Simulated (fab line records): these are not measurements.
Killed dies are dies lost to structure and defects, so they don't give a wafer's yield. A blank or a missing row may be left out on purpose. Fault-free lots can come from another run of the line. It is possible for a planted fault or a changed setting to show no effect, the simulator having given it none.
Comparing a struck lot with a sound one || flow n5_finfet || 21 steps out of a route of 1938
Sound: wafers L891.3, L891.4, L891.6. Wafers L883.2, L883.4, L883.6 were the ones struck. The cause is named last.
At each step with rows: each side's tool, then ch and its chambers, then its first start. Under that, the readings that differ: sound wafers || struck wafers || difference of the means || sigmas: that difference in standard deviations of wafers without a fault.
alike: readings with means less than 2 such deviations apart, plus words and numbers identical on both sides. not compared: withheld readings, readings lacking a value on some wafer, bounds such as >300 that could conceal the same value, and numbers that have no deviation in the record and whose values overlap.
Wherever a step has rows on one side only, a row that says differs or no value, or a row with sigmas, the two part there. Numbers that don't overlap but have no deviation are shown without sigmas and don't part them. A reading that every wafer of one side lacks parts them only if that side has two wafers or more.

first, 8 steps without rows for these wafers: N5_BEOL_M7_DESCUM_16 (chemistry O2, time 7.9 s); N5_BEOL_M7_ETCH_61 (etches SiARC in CF4, target depth 45.5 nm, time 75.8 s); N5_BEOL_M7_ETCH_62 (etches SOC in N2/H2, target depth 110 nm, overetch 22 nm, time 165 s); N5_BEOL_M7_STRIP_68 (strips in N2/H2); N5_BEOL_M7_STRIP_67 (strips in CF4); N5_BEOL_M7_HM_OPEN_17 (chemistry Cl2/BCl3, target TiN, target depth 20 nm, overetch 6 nm); N5_BEOL_M7_STRIP_19 (strips in O2); N5_BEOL_M7_COAT_63 (time 60 s, resist thk 60 nm).
N5_BEOL_M7_COAT_64: time 60 s, resist thk 12 nm.
  sound on litho_track-04 ch 0, day 12 22:25; struck on litho_track-03 ch 0, day 11 10:17
{"reading": "spin_speed_rpm (rpm)", "sound": "1500.3 1499.7 1501.9", "struck": "1435.8 1435.2 1434.4", "difference": -65.5, "sigmas": -66}
{"reading": "model.SiARC_of_BEOL_M7_COAT_64.thk_nm (nm)", "sound": "12 12 12", "struck": "12.2 12.2 12.2", "difference": "+0.2", "sigmas": ""}
then, 9 steps without rows for these wafers: N5_BEOL_M7_COAT_71 (time 60 s, resist thk 5 nm); N5_BEOL_M7_COAT_22 (resist thk 30 nm); N5_BEOL_M7_EBR_24; N5_BEOL_M7_SOFTBAKE_23 (time 60 s); N5_BEOL_M7_EXPOSE_25 (exposes mask V6, target cd 40 nm); N5_BEOL_M7_PEB_26 (peb time 60 s); N5_BEOL_M7_DEVELOP_27 (develop time 30 s); N5_BEOL_M7_DESCUM_33 (chemistry O2, time 7 s); N5_BEOL_M7_ETCH_72 (etches underlayer in N2/H2, target depth 6.5 nm, time 5.2 s).
N5_BEOL_M7_ETCH_65: etches SiARC in CF4, target depth 15.6 nm, time 26 s.
  sound on rie_diel-03 ch 1,2, day 12 22:56; struck on rie_diel-03 ch 1,2,3, day 11 11:11
{"reading": "model.etch.depth_nm (nm)", "sound": "12.07 12.03 12.05", "struck": "12.29 12.28 12.25", "difference": "+0.22", "sigmas": ""}
  alike: drypump_motor_current_A, etch_rf_on_time_s, oes_product_au, rf_vpp_V, showerhead_plenum_p_Torr, throttle_valve_pct
  not compared: rf_hours_counter_h
then, 1 step without rows for these wafers: N5_BEOL_M7_ETCH_66 (etches SOC in N2/H2, target depth 80 nm, overetch 16 nm, time 120 s).
-- the record jumps here: 4 days lie between the struck wafers' starts before and after (it left off in module BEOL_M7 and takes up again in module PASSIVATION, whose first step shown is number 1936 of the route) --
N5_PASSIVATION_PROBE_49:
  struck on prober-01, day 15 00:33; sound on prober-02, day 16 08:35
  alike: defect_limited_yield, killed_at_M0_to_M3, killed_at_M4_up, killed_at_contacts, killed_at_front_end, killed_at_other, killed_dies, killed_on_rim, killed_open, killed_short, sort_bin_5_function, sort_bin_6_memory, sort_n_pass, sort_yield_pct

== WHERE THEY PART ==
Only at N5_BEOL_M7_COAT_64, within this record. Later steps at which nothing parts them and some readings are alike: N5_BEOL_M7_ETCH_65, N5_PASSIVATION_PROBE_49.

WHY: the cause the simulator had injected
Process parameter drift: litho_track-03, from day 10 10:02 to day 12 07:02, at N5_BEOL_M7_COAT_64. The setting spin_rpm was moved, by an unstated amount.
